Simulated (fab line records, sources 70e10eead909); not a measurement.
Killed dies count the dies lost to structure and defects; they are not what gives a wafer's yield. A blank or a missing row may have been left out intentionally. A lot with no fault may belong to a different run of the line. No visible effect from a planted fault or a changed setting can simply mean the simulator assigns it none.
Matching of chambers + flow nand_harc + NHARC_A_M1_DESCUM_14 on rie_diel-11: 4 sister chambers
The step chemistry O2, time 3 s. 4 wafers are shown with their chamber, then 9 later ones without.

== WAFERS, EACH WITH ITS CHAMBER ==
| wafer  | chamber | showerhead_plenum_p_Torr (Torr) |
|--------|---------|---------------------------------|
| L939.3 | 3       | 1.97                            |
| L940.2 | 0       | 2.03                            |
| L945.1 | 1       | 1.90                            |
| L945.6 | 2       | 1.98                            |

== WAFERS MISSING THEIR CHAMBER ==
| wafer  | showerhead_plenum_p_Torr (Torr) |
|--------|---------------------------------|
| L946.1 | 1.96                            |
| L946.2 | 2.03                            |
| L946.6 | 1.90                            |
| L948.3 | 1.90                            |
| L948.5 | 2.03                            |
| L948.6 | 1.96                            |
| L949.2 | 1.90                            |
| L949.3 | 1.96                            |
| L949.5 | 2.03                            |

== WHICH CHAMBER EACH ONE RAN IN ==
| wafer  | from the rows above     | in truth |
|--------|-------------------------|----------|
| L946.1 | can't be placed: 3 or 2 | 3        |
| L946.2 | 0                       | 0        |
| L946.6 | 1                       | 1        |
| L948.3 | 1                       | 1        |
| L948.5 | 0                       | 0        |
| L948.6 | can't be placed: 3 or 2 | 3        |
| L949.2 | 1                       | 1        |
| L949.3 | can't be placed: 3 or 2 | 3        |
| L949.5 | 0                       | 0        |
6 of 9 placed correctly. Not placeable from these rows: 3 (in 3, the candidates include the true chamber). 0 placed wrongly.
How it was worked out, from the rows above alone: a wafer's distance from a chamber is the root of the sum, over the readings, of the square of ((its reading less the chamber's mean) divided by the reading's scatter). The wafer belongs to the nearest chamber; if the next one is less than 2 further off, it can't be placed. A chamber's mean is the mean of its shown wafers. The scatter: with one shown wafer a chamber, the root of the mean of the squares of how far each hidden wafer lies from its nearest shown one.
